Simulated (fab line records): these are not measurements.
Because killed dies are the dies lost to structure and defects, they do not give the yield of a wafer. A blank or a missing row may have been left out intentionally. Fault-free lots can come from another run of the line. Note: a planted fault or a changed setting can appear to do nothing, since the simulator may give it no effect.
Which tool did it? | flow nandHarc | 11 lots with 33 wafers sampled at 3 steps, on a route of 1302 steps

== WHAT THE GAUGES SHOWED, per wafer ==
NHARC_P_BONDPAD_THK_MEAS_20: measures by xrf.
lot  | measured     | on           | thkNm (nm)
L972 | day 7 04:22  | filmMetro-01 | 160.8 157.8 161.1
L974 | day 8 11:57  | filmMetro-01 | 161.0 165.0 162.5
L978 | day 9 13:43  | filmMetro-01 | 161.5 158.4 161.3
L979 | day 10 05:23 | filmMetro-01 | 158.3 162.6 156.6
L982 | day 11 12:51 | filmMetro-01 | 161.2 160.6 160.8
L984 | day 12 15:07 | filmMetro-02 | 161.2 160.3 161.1
L985 | day 12 16:23 | filmMetro-01 | 162.4 160.7 160.1
L987 | day 13 11:55 | filmMetro-02 | 399.6 403.1 399.5
L988 | day 13 21:59 | filmMetro-01 | 397.0 399.0 401.1
L989 | day 14 18:59 | filmMetro-01 | 397.4 400.6 399.8
L990 | day 14 23:19 | filmMetro-02 | 160.5 158.7 157.4

== WHICH TOOL RAN EACH LOT (tool, then ch and the chambers of the sampled wafers, then the start) ==
lot  | NHARC_P_BONDPAD_STRIP_15          | NHARC_P_BONDPAD_CMP_19
L972 | rieDiel-08 ch 0,2,3, day 7 02:22  | cmp-02 ch 1,2, day 7 04:02
L974 | rieDiel-05 ch 0,1,3, day 8 09:59  | cmp-02 ch 0,2, day 8 11:38
L978 | rieDiel-11 ch 0,2, day 9 11:46    | cmp-03 ch 0,1,2, day 9 13:25
L979 | rieDiel-08 ch 0,1, day 10 03:26   | cmp-01 ch 0,1,2, day 10 05:08
L982 | rieDiel-11 ch 1,2, day 11 10:17   | cmp-02 ch 0,3, day 11 12:32
L984 | rieDiel-05 ch 1,2,3, day 12 13:11 | cmp-01 ch 0,1,3, day 12 14:48
L985 | rieDiel-05 ch 0,1,2, day 12 14:14 | cmp-03 ch 1,2,3, day 12 16:03
L987 | rieDiel-05 ch 0,1,3, day 13 09:57 | cmp-02 ch 0,1,3, day 13 11:35
L988 | rieDiel-11 ch 0,2,3, day 13 20:02 | cmp-01 ch 0,1, day 13 21:42
L989 | rieDiel-05 ch 0,3, day 14 17:02   | cmp-01 ch 0,1, day 14 18:41
L990 | rieDiel-08 ch 0,1,3, day 14 21:23 | cmp-03 ch 1,2,3, day 14 23:02
- NHARC_P_BONDPAD_STRIP_15: strips in O2.
- NHARC_P_BONDPAD_CMP_19: polishes, t overpolish 30 s, cu recess touch 16 s, target thk 160.81 nm.

== THE ANSWER, worked out from the rows above alone ==
Rule: the lots themselves supply what counts as usual. The widest of any qualifying gaps counts: lots, ordered by their means at a reading, are off when they make up no more than a third of the lots, leave a main group of 4 or more, and stand apart from it by 3 or more times the standard deviation of that group's means. The tables above print the reading to a certain number of digits; a main group whose means all agree to those digits is not used. A lot without any number at a reading at which 4 lots or more have one is off too. Where the step has rows for the other lots, those lots are counted as sound.
Off, at NHARC_P_BONDPAD_THK_MEAS_20 on thkNm: L987, L988, L989. The main group: mean 160.5 nm, standard deviation 1.2.
If a tool, at a process step before that reading, ran all the lots that are off and no sound lot after the first of them, it fits. Gauges at NHARC_P_BONDPAD_THK_MEAS_20: tried the same way as those tools. Not one of the candidates tried fits.

== WHAT HAD BEEN PUT IN BY THE SIMULATOR ==
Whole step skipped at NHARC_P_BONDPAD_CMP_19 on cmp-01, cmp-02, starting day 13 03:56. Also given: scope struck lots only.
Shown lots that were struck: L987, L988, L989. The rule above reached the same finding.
